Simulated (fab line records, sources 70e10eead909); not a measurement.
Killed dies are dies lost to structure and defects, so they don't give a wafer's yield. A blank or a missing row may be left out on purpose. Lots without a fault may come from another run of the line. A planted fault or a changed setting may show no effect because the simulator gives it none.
Which tool did it? | flow nand_harc | 12 lots, 34 wafers sampled, at 1 step of a route of 1302

WHAT THE GAUGES READ, wafer by wafer
NHARC_A_SLIT_INSPECT_11. Usual: raw_defect_count 59, standard deviation 28.
lot  | measured     | on                | raw_defect_count | flag
L754 | day 20 05:19 | defect_inspect-02 | 17 23 16         |
L761 | day 23 07:25 | defect_inspect-01 | 73 69 80         |
L763 | day 23 18:06 | defect_inspect-01 | 83 72            |
L764 | day 24 16:23 | defect_inspect-01 | 23 32            |
L766 | day 25 23:58 | defect_inspect-01 | 43 53 48         |
L767 | day 26 10:02 | defect_inspect-02 | 61 58 58         |
L770 | day 26 19:22 | defect_inspect-01 | 59 49 53         |
L772 | day 27 20:23 | defect_inspect-01 | 75 73 67         |
L773 | day 27 20:33 | defect_inspect-01 | 35 27 23         |
L774 | day 28 20:35 | defect_inspect-01 | 12 18 15         |
L775 | day 29 08:00 | defect_inspect-02 | 75 87 79         |
L776 | day 30 05:23 | defect_inspect-01 | 59 72 47         |

WHICH TOOL RAN EACH LOT (tool, then ch and the chambers of the sampled wafers, then the start)
The record holds no process step before these readings.

WHAT THE TOOLS THEMSELVES READ (means of the sampled wafers that have a number; where no wafer has one, the mark that the record gives instead)
The record holds no such reading with a usual standard deviation.

THE ANSWER, worked out from the rows above alone
Rule: a lot is off if the mean of its wafers that have a number lies more than 3 standard deviations from the usual mean. A lot without any number at a reading at which 4 lots or more have one is off too. The other lots that the step has rows for count as sound. The gauges are gone through in route order, then the tools' own readings, and for those a lot's mean is taken as printed above. The first step at which some lot is off is used, and at that step the reading that is off furthest; a lot without a number counts as furthest.
No lot is off at any reading shown: from this, nothing can be told.

WHAT THE SIMULATOR HAD PUT IN
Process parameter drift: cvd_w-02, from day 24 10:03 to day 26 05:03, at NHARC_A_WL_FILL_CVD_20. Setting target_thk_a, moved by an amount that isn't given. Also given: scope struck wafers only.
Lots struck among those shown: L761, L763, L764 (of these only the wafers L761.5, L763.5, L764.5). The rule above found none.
